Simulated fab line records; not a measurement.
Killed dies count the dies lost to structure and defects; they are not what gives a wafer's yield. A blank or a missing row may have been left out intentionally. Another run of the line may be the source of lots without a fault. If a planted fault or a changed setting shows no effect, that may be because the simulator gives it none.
Chamber matching | flow n5 finfet | 4 sister chambers for N5_MOL_CONTACT_COAG_ETCH_89 on rie diel-01
The step etches underlayer in N2/H2, target depth 13 nm, time 10.4 s. 7 wafers are shown with their chamber, then 8 later ones without.

EACH WAFER AND ITS CHAMBER
wafer  | chamber | throttle valve pct (%) | showerhead plenum p Torr (Torr)
L079.3 | 0       | 17.51                  | 2.47
L080.3 | 0       | 17.52                  | 2.47
L080.6 | 1       | 17.91                  | 2.54
L081.3 | 1       | 17.89                  | 2.54
L081.4 | 2       | 17.57                  | 2.57
L081.6 | 3       | 17.99                  | 2.64
L085.1 | 2       | 17.57                  | 2.56

WAFERS WHOSE CHAMBER IS MISSING
wafer  | throttle valve pct (%) | showerhead plenum p Torr (Torr)
L085.4 | 17.54                  | 2.47
L085.5 | 17.93                  | 2.54
L090.1 | 17.60                  | 2.56
L090.3 | 17.57                  | 2.46
L090.5 | 17.56                  | 2.46
L094.1 | 17.60                  | 2.46
L094.5 | 17.56                  | 2.46
L094.6 | 17.95                  | 2.53

WHICH CHAMBER EACH WENT THROUGH
wafer  | from the rows above | in truth
L085.4 | 0                   | 0
L085.5 | 1                   | 1
L090.1 | 2                   | 2
L090.3 | 0                   | 0
L090.5 | 0                   | 0
L094.1 | 0                   | 0
L094.5 | 0                   | 0
L094.6 | 1                   | 1
Placed correctly: 8 of 8. Left unplaced by these rows: 0. Placed wrongly: 0.
How it was worked out, from the rows above alone: a wafer's distance from a chamber is the root of the sum, over the readings, of the square of ((its reading less the chamber's mean) divided by the reading's scatter). The wafer belongs to the nearest chamber; if the next one is less than 2 further off, it can't be placed. For every chamber, the mean is computed from those of its wafers that are shown. How the scatter is found: for the shown wafers, subtract from each reading the mean of its chamber, square and add these, divide the total by (wafers less chambers), then take the root.
